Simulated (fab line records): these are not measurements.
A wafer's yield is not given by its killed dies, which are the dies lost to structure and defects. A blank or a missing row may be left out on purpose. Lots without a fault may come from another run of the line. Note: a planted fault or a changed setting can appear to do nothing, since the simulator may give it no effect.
Chamber matching ; flow nand_harc ; NHARC_P_M2_CMP_23 on cmp-02 has 4 sister chambers
The step polishes, t overpolish 20 s, target thk 144.3 nm. 8 wafers are shown with their chamber, then 9 later ones without.

== WAFERS, EACH WITH ITS CHAMBER ==
wafer;chamber;motor_current_A (A);time_to_endpoint_s (s)
L080.1;3;12.6;30.3
L080.5;3;13.5;30.6
L083.1;0;11.0;22.5
L083.3;2;12.3;27.9
L083.4;1;13.8;22.2
L084.1;2;11.5;29.4
L084.2;0;10.6;27.1
L084.3;1;13.5;23.7

== WAFERS WHOSE CHAMBER IS MISSING ==
wafer;motor_current_A (A);time_to_endpoint_s (s)
L085.3;11.9;30.0
L085.5;11.7;31.5
L085.6;13.6;23.5
L094.1;12.1;30.0
L094.2;13.7;23.1
L094.4;13.1;29.4
L096.1;14.2;27.8
L096.3;13.7;33.1
L096.5;13.4;24.7

== THE CHAMBER EACH PASSED THROUGH ==
wafer;from the rows above;in truth
L085.3;can't be placed: 2 or 3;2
L085.5;can't be placed: 2 or 3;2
L085.6;1;1
L094.1;can't be placed: 2 or 3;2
L094.2;1;1
L094.4;3;3
L096.1;can't be placed: 3 or 1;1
L096.3;3;3
L096.5;1;1
Placed correctly: 5 of 9. These rows do not allow placing 4 (true chamber among the candidates in 4). Placed wrongly: 0.
How it was worked out, from the rows above alone: a wafer's distance from a chamber is the root of the sum, over the readings, of the square of ((its reading less the chamber's mean) divided by the reading's scatter). The wafer belongs to the nearest chamber; if the next one is less than 2 further off, it can't be placed. The mean given for a chamber averages the wafers shown for that chamber. The scatter: take each reading less its chamber's mean, square it, sum over the shown wafers, divide by the number of wafers less the number of chambers, and take the root.
